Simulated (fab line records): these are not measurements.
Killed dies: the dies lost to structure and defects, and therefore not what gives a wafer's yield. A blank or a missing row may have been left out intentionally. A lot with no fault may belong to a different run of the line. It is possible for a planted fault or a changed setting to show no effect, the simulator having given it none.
What tool caused it? / flow n5Finfet / 72 wafers from 24 lots sampled at 3 of the route's 1938 steps

== WHAT EACH GAUGE READ, for each wafer ==
N5_BEOL_M9_RS_MEAS_57: measurement is done with a four-point probe. Usual: M9_RS gives 0.151 ohm/sq (standard deviation 0.0036).
lot=L076; measured=day 10 10:17; on=filmMetro-02; M9_RS (ohm/sq)=0.150 0.148 0.156; flag=
lot=L074; measured=day 10 11:09; on=filmMetro-01; M9_RS (ohm/sq)=0.149 0.152 0.145; flag=
lot=L075; measured=day 10 22:13; on=filmMetro-02; M9_RS (ohm/sq)=0.156 0.150 0.150; flag=
lot=L077; measured=day 11 11:51; on=filmMetro-02; M9_RS (ohm/sq)=0.154 0.147 0.152; flag=
lot=L078; measured=day 11 12:40; on=filmMetro-02; M9_RS (ohm/sq)=0.152 0.154 0.155; flag=
lot=L079; measured=day 11 12:56; on=filmMetro-02; M9_RS (ohm/sq)=0.151 0.149 0.154; flag=
lot=L081; measured=day 11 19:50; on=filmMetro-02; M9_RS (ohm/sq)=0.149 0.147 0.150; flag=
lot=L080; measured=day 11 20:21; on=filmMetro-02; M9_RS (ohm/sq)=0.151 0.156 0.156; flag=
lot=L082; measured=day 11 22:17; on=filmMetro-01; M9_RS (ohm/sq)=0.148 0.152 0.152; flag=
lot=L083; measured=day 12 08:59; on=filmMetro-02; M9_RS (ohm/sq)=0.145 0.146 0.150; flag=
lot=L085; measured=day 12 17:52; on=filmMetro-01; M9_RS (ohm/sq)=0.152 0.152 0.152; flag=
lot=L084; measured=day 12 19:58; on=filmMetro-02; M9_RS (ohm/sq)=0.153 0.153 0.156; flag=
lot=L087; measured=day 13 15:33; on=filmMetro-02; M9_RS (ohm/sq)=0.152 0.147 0.151; flag=
lot=L089; measured=day 14 02:24; on=filmMetro-01; M9_RS (ohm/sq)=0.157 0.152 0.152; flag=
lot=L088; measured=day 14 07:17; on=filmMetro-02; M9_RS (ohm/sq)=0.150 0.153 0.159; flag=
lot=L086; measured=day 14 07:41; on=filmMetro-01; M9_RS (ohm/sq)=0.153 0.147 0.152; flag=
lot=L090; measured=day 14 14:30; on=filmMetro-01; M9_RS (ohm/sq)=0.150 0.157 0.150; flag=
lot=L093; measured=day 15 18:08; on=filmMetro-01; M9_RS (ohm/sq)=0.158 0.159 0.152; flag=
lot=L091; measured=day 15 18:43; on=filmMetro-02; M9_RS (ohm/sq)=0.151 0.155 0.151; flag=
lot=L092; measured=day 15 23:15; on=filmMetro-02; M9_RS (ohm/sq)=0.145 0.146 0.150; flag=
lot=L094; measured=day 16 01:50; on=filmMetro-01; M9_RS (ohm/sq)=0.149 0.148 0.147; flag=
lot=L095; measured=day 16 23:01; on=filmMetro-02; M9_RS (ohm/sq)=0.147 0.155 0.152; flag=
lot=L096; measured=day 16 23:10; on=filmMetro-01; M9_RS (ohm/sq)=0.148 0.147 0.144; flag=
lot=L097; measured=day 17 01:07; on=filmMetro-01; M9_RS (ohm/sq)=0.148 0.155 0.154; flag=

== WHICH TOOL RAN EACH LOT (tool, then ch and the chambers of the sampled wafers, then the start) ==
lot=L076; N5_BEOL_M9_ALD_74=aldMetal-04 ch 1,2,3, day 10 08:24; N5_BEOL_M9_ANNEAL_51=rtpAnneal-01 ch 0, day 10 09:26
lot=L074; N5_BEOL_M9_ALD_74=aldMetal-02 ch 1,2,3, day 10 09:05; N5_BEOL_M9_ANNEAL_51=rtpAnneal-02 ch 0, day 10 10:28
lot=L075; N5_BEOL_M9_ALD_74=aldMetal-02 ch 0,2, day 10 20:25; N5_BEOL_M9_ANNEAL_51=rtpAnneal-02 ch 0, day 10 21:21
lot=L077; N5_BEOL_M9_ALD_74=aldMetal-03 ch 0,2, day 11 08:40; N5_BEOL_M9_ANNEAL_51=rtpAnneal-02 ch 0, day 11 11:05
lot=L078; N5_BEOL_M9_ALD_74=aldMetal-02 ch 0,1, day 11 11:14; N5_BEOL_M9_ANNEAL_51=rtpAnneal-02 ch 0, day 11 11:56
lot=L079; N5_BEOL_M9_ALD_74=aldMetal-03 ch 0,1, day 11 11:24; N5_BEOL_M9_ANNEAL_51=rtpAnneal-02 ch 0, day 11 12:17
lot=L081; N5_BEOL_M9_ALD_74=aldMetal-04 ch 0,2, day 11 18:17; N5_BEOL_M9_ANNEAL_51=rtpAnneal-02 ch 0, day 11 19:10
lot=L080; N5_BEOL_M9_ALD_74=aldMetal-03 ch 0,3, day 11 18:47; N5_BEOL_M9_ANNEAL_51=rtpAnneal-01 ch 0, day 11 19:43
lot=L082; N5_BEOL_M9_ALD_74=aldMetal-03 ch 1,3, day 11 20:51; N5_BEOL_M9_ANNEAL_51=rtpAnneal-01 ch 0, day 11 21:32
lot=L083; N5_BEOL_M9_ALD_74=aldMetal-02 ch 1,2, day 12 07:16; N5_BEOL_M9_ANNEAL_51=rtpAnneal-02 ch 0, day 12 08:08
lot=L085; N5_BEOL_M9_ALD_74=aldMetal-02 ch 1,2, day 12 15:06; N5_BEOL_M9_ANNEAL_51=rtpAnneal-02 ch 0, day 12 17:13
lot=L084; N5_BEOL_M9_ALD_74=aldMetal-04 ch 0,1, day 12 18:08; N5_BEOL_M9_ANNEAL_51=rtpAnneal-02 ch 0, day 12 19:17
lot=L087; N5_BEOL_M9_ALD_74=aldMetal-03 ch 0,1,2, day 13 13:20; N5_BEOL_M9_ANNEAL_51=rtpAnneal-02 ch 0, day 13 14:49
lot=L089; N5_BEOL_M9_ALD_74=aldMetal-02 ch 0,1,2, day 14 00:41; N5_BEOL_M9_ANNEAL_51=rtpAnneal-02 ch 0, day 14 01:40
lot=L088; N5_BEOL_M9_ALD_74=aldMetal-02 ch 0,2,3, day 14 05:19; N5_BEOL_M9_ANNEAL_51=rtpAnneal-02 ch 0, day 14 06:34
lot=L086; N5_BEOL_M9_ALD_74=aldMetal-04 ch 0,2, day 14 05:30; N5_BEOL_M9_ANNEAL_51=rtpAnneal-02 ch 0, day 14 07:02
lot=L090; N5_BEOL_M9_ALD_74=aldMetal-02 ch 2,3, day 14 12:56; N5_BEOL_M9_ANNEAL_51=rtpAnneal-01 ch 0, day 14 13:50
lot=L093; N5_BEOL_M9_ALD_74=aldMetal-02 ch 1,2, day 15 16:26; N5_BEOL_M9_ANNEAL_51=rtpAnneal-01 ch 0, day 15 17:25
lot=L091; N5_BEOL_M9_ALD_74=aldMetal-03 ch 0,2,3, day 15 17:07; N5_BEOL_M9_ANNEAL_51=rtpAnneal-01 ch 0, day 15 18:02
lot=L092; N5_BEOL_M9_ALD_74=aldMetal-03 ch 0,1,3, day 15 21:24; N5_BEOL_M9_ANNEAL_51=rtpAnneal-02 ch 0, day 15 22:40
lot=L094; N5_BEOL_M9_ALD_74=aldMetal-02 ch 0,1,2, day 16 00:22; N5_BEOL_M9_ANNEAL_51=rtpAnneal-01 ch 0, day 16 01:08
lot=L095; N5_BEOL_M9_ALD_74=aldMetal-03 ch 0,2,3, day 16 20:55; N5_BEOL_M9_ANNEAL_51=rtpAnneal-02 ch 0, day 16 22:20
lot=L096; N5_BEOL_M9_ALD_74=aldMetal-02 ch 1,3, day 16 21:01; N5_BEOL_M9_ANNEAL_51=rtpAnneal-01 ch 0, day 16 22:26
lot=L097; N5_BEOL_M9_ALD_74=aldMetal-02 ch 0,1,3, day 16 23:37; N5_BEOL_M9_ANNEAL_51=rtpAnneal-01 ch 0, day 17 00:23
- N5_BEOL_M9_ALD_74: deposits TaN, target thk 2 nm, pulse time 2 s, purge time 3 s.
- N5_BEOL_M9_ANNEAL_51: time 90 s.

== WHAT THE TOOLS THEMSELVES READ (means of the sampled wafers that have a number; where no wafer has one, the mark that the record gives instead) ==
N5_BEOL_M9_ALD_74. Usual: heaterPowerW at 421 W, with a standard deviation of 43.
lot=L076; tool=aldMetal-04; heaterPowerW (W)=424; flag=
lot=L074; tool=aldMetal-02; heaterPowerW (W)=396; flag=
lot=L075; tool=aldMetal-02; heaterPowerW (W)=468; flag=
lot=L077; tool=aldMetal-03; heaterPowerW (W)=417; flag=
lot=L078; tool=aldMetal-02; heaterPowerW (W)=489; flag=
lot=L079; tool=aldMetal-03; heaterPowerW (W)=398; flag=
lot=L081; tool=aldMetal-04; heaterPowerW (W)=425; flag=
lot=L080; tool=aldMetal-03; heaterPowerW (W)=392; flag=
lot=L082; tool=aldMetal-03; heaterPowerW (W)=419; flag=
lot=L083; tool=aldMetal-02; heaterPowerW (W)=402; flag=
lot=L085; tool=aldMetal-02; heaterPowerW (W)=387; flag=
lot=L084; tool=aldMetal-04; heaterPowerW (W)=427; flag=
lot=L087; tool=aldMetal-03; heaterPowerW (W)=415; flag=
lot=L089; tool=aldMetal-02; heaterPowerW (W)=440; flag=
lot=L088; tool=aldMetal-02; heaterPowerW (W)=426; flag=
lot=L086; tool=aldMetal-04; heaterPowerW (W)=423; flag=
lot=L090; tool=aldMetal-02; heaterPowerW (W)=377; flag=
lot=L093; tool=aldMetal-02; heaterPowerW (W)=398; flag=
lot=L091; tool=aldMetal-03; heaterPowerW (W)=405; flag=
lot=L092; tool=aldMetal-03; heaterPowerW (W)=404; flag=
lot=L094; tool=aldMetal-02; heaterPowerW (W)=434; flag=
lot=L095; tool=aldMetal-03; heaterPowerW (W)=399; flag=
lot=L096; tool=aldMetal-02; heaterPowerW (W)=404; flag=
lot=L097; tool=aldMetal-02; heaterPowerW (W)=439; flag=

N5_BEOL_M9_ANNEAL_51. Usual: wafer_temp_C_max at 226.6, with a standard deviation of 0.46.
lot=L076 tool=rtpAnneal-01 wafer_temp_C_max=226.5 flag=
lot=L074 tool=rtpAnneal-02 wafer_temp_C_max=226.6 flag=
lot=L075 tool=rtpAnneal-02 wafer_temp_C_max=226.5 flag=
lot=L077 tool=rtpAnneal-02 wafer_temp_C_max=226.6 flag=
lot=L078 tool=rtpAnneal-02 wafer_temp_C_max=226.3 flag=
lot=L079 tool=rtpAnneal-02 wafer_temp_C_max=226.3 flag=
lot=L081 tool=rtpAnneal-02 wafer_temp_C_max=226.4 flag=
lot=L080 tool=rtpAnneal-01 wafer_temp_C_max=227.3 flag=
lot=L082 tool=rtpAnneal-01 wafer_temp_C_max=227.0 flag=
lot=L083 tool=rtpAnneal-02 wafer_temp_C_max=226.3 flag=
lot=L085 tool=rtpAnneal-02 wafer_temp_C_max=226.4 flag=
lot=L084 tool=rtpAnneal-02 wafer_temp_C_max=226.3 flag=
lot=L087 tool=rtpAnneal-02 wafer_temp_C_max=226.1 flag=
lot=L089 tool=rtpAnneal-02 wafer_temp_C_max=226.3 flag=
lot=L088 tool=rtpAnneal-02 wafer_temp_C_max=226.0 flag=
lot=L086 tool=rtpAnneal-02 wafer_temp_C_max=226.3 flag=
lot=L090 tool=rtpAnneal-01 wafer_temp_C_max=226.6 flag=
lot=L093 tool=rtpAnneal-01 wafer_temp_C_max=226.7 flag=
lot=L091 tool=rtpAnneal-01 wafer_temp_C_max=226.9 flag=
lot=L092 tool=rtpAnneal-02 wafer_temp_C_max=226.0 flag=
lot=L094 tool=rtpAnneal-01 wafer_temp_C_max=227.3 flag=
lot=L095 tool=rtpAnneal-02 wafer_temp_C_max=226.1 flag=
lot=L096 tool=rtpAnneal-01 wafer_temp_C_max=226.9 flag=
lot=L097 tool=rtpAnneal-01 wafer_temp_C_max=227.7 flag=

== THE ANSWER, worked out from the rows above alone ==
Rule: take the mean of a lot's wafers that have a number; if it is more than 3 standard deviations from the usual mean, the lot is off. Also off: a lot with no number at a reading for which 4 or more lots have one. Where the step has rows for the other lots, those lots are counted as sound. First the gauges in route order, then the tools' own readings, where a lot's mean is used as printed above. At the first step where some lot is off, the reading lying furthest off is the one used; lots without a number count as furthest.
Across all readings shown, no lot is off: no conclusion can be drawn from this.

== WHAT WAS PUT IN BY THE SIMULATOR ==
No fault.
